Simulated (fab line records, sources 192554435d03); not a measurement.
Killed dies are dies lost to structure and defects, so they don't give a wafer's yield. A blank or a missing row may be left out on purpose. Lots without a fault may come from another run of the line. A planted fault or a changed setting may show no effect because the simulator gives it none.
Split-lot experiment | flow n5_finfet | 7 lots, 21 wafers read, on a route of 1938 steps

THE SPLIT
At N5_BEOL_M11_VIA_ETCH_34 (etches SiCOH lowk in C4F6/O2, target depth 184.5 nm, time 69.2 s), the setting time_s was moved away from the recipe's 69.2 s on 4 of the 21 wafers read, by -13.0% to +19.0%. The other wafers ran this setting at the recipe's value.

The reading is taken at the split's own step.

THE READING
SOC_of_BEOL_M11_COAT_63.thk_nm (the simulator's own value, which no gauge read), in nm, at N5_BEOL_M11_VIA_ETCH_34 (etches SiCOH lowk in C4F6/O2, target depth 184.5 nm, time 69.2 s). The file gives no usual value for it. The 17 wafers here that ran the recipe average 91.8 nm, standard deviation 0.32 nm.

wafer  | tool, chamber at the split | time_s as run, s | against the recipe | SOC_of_BEOL_M11_COAT_63.thk_nm, nm | against lot-mates on the recipe
L078.3 | rie_diel-02, 1             | 69.2             | recipe             | 91.6                               | -
L078.5 | rie_diel-02, 3             | 69.2             | recipe             | 91.6                               | -
L078.6 | rie_diel-02, 2             | 69.2             | recipe             | 91.6                               | -
L081.1 | rie_diel-02, 1             | 69.2             | recipe             | 91.8                               | -
L081.2 | rie_diel-02, 3             | 69.2             | recipe             | 91.6                               | -
L081.4 | rie_diel-02, 0             | 82.33            | +19.0%             | 90.2                               | -1.5
L083.2 | rie_diel-06, 0             | 69.2             | recipe             | 92.2                               | -
L083.5 | rie_diel-06, 1             | 69.2             | recipe             | 92                                 | -
L083.6 | rie_diel-06, 2             | 69.2             | recipe             | 92.4                               | -
L082.1 | rie_diel-02, 1             | 60.23            | -13.0%             | 92.8                               | +1.1
L082.3 | rie_diel-02, 2             | 69.2             | recipe             | 91.4                               | -
L082.6 | rie_diel-02, 0             | 69.2             | recipe             | 92                                 | -
L084.1 | rie_diel-05, 1             | 69.2             | recipe             | 92.4                               | -
L084.3 | rie_diel-05, 0             | 69.2             | recipe             | 91.8                               | -
L084.5 | rie_diel-05, 2             | 69.2             | recipe             | 92                                 | -
L096.2 | rie_diel-02, 3             | 69.2             | recipe             | 91.6                               | -
L096.3 | rie_diel-02, 0             | 79.38            | +14.7%             | 90.6                               | -1.2
L096.6 | rie_diel-02, 1             | 69.2             | recipe             | 92                                 | -
L097.2 | rie_diel-05, 1             | 62               | -10.4%             | 92.6                               | +1.2
L097.3 | rie_diel-05, 3             | 69.2             | recipe             | 91.4                               | -
L097.4 | rie_diel-05, 3             | 69.2             | recipe             | 91.4                               | -

THE FIT
A straight line over all 21 wafers: SOC_of_BEOL_M11_COAT_63.thk_nm changes by -0.0813 nm for each +1% of time_s; r = -0.87; the points scatter about the line by 0.3 nm.
The same after taking each lot's own level away (the mean of its wafers on the recipe; 21 wafers): -0.0857 nm for each +1%; r = -0.95; scatter 0.18 nm.
On that fit, the largest move of time_s shifts the reading by 1.6 nm.
The lots' own levels span 91.40 to 92.20 nm, that is 2.5 times the standard deviation above.
So the lot-to-lot level changes the slope little: the two slopes agree.
Check: with one of the wafers moved furthest among these (+19.0%) left out of the fit, the line predicts -1.69 nm for it against its lot-mates. It came out at -1.5 nm against them.

OTHER SPLITS ON THESE WAFERS
These wafers also went through other splits before the reading. Each is held against what the fit with the lots' levels taken away leaves over:
other split on the same wafers    | wafers away from the commonest value | r with SOC_of_BEOL_M11_COAT_63.thk_nm (lot level and that fit taken away)
N5_BEOL_M10_ETCH_61 cf4_flow_sccm | 2                                    | +0.25

THE WHOLE CHAIN: every reading that the file lists as answering this split, in the file's order
step                    | what it does                                                     | reading                                                                         | change (the file's fit)                | r (the file's)
N5_BEOL_M11_VIA_ETCH_34 | etches SiCOH lowk in C4F6/O2, target depth 184.5 nm, time 69.2 s | etch.depth_nm (the simulator's own value, which no gauge read)                  | +2.04 nm for each +1% of the setting   | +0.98
N5_BEOL_M11_VIA_ETCH_34 | etches SiCOH lowk in C4F6/O2, target depth 184.5 nm, time 69.2 s | SOC_of_BEOL_M11_COAT_63.thk_nm (the simulator's own value, which no gauge read) | -0.0854 nm for each +1% of the setting | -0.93

THE FILE'S OWN FIT
SOC_of_BEOL_M11_COAT_63.thk_nm changes by -0.0854 nm for each +1% of time_s, r = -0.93.
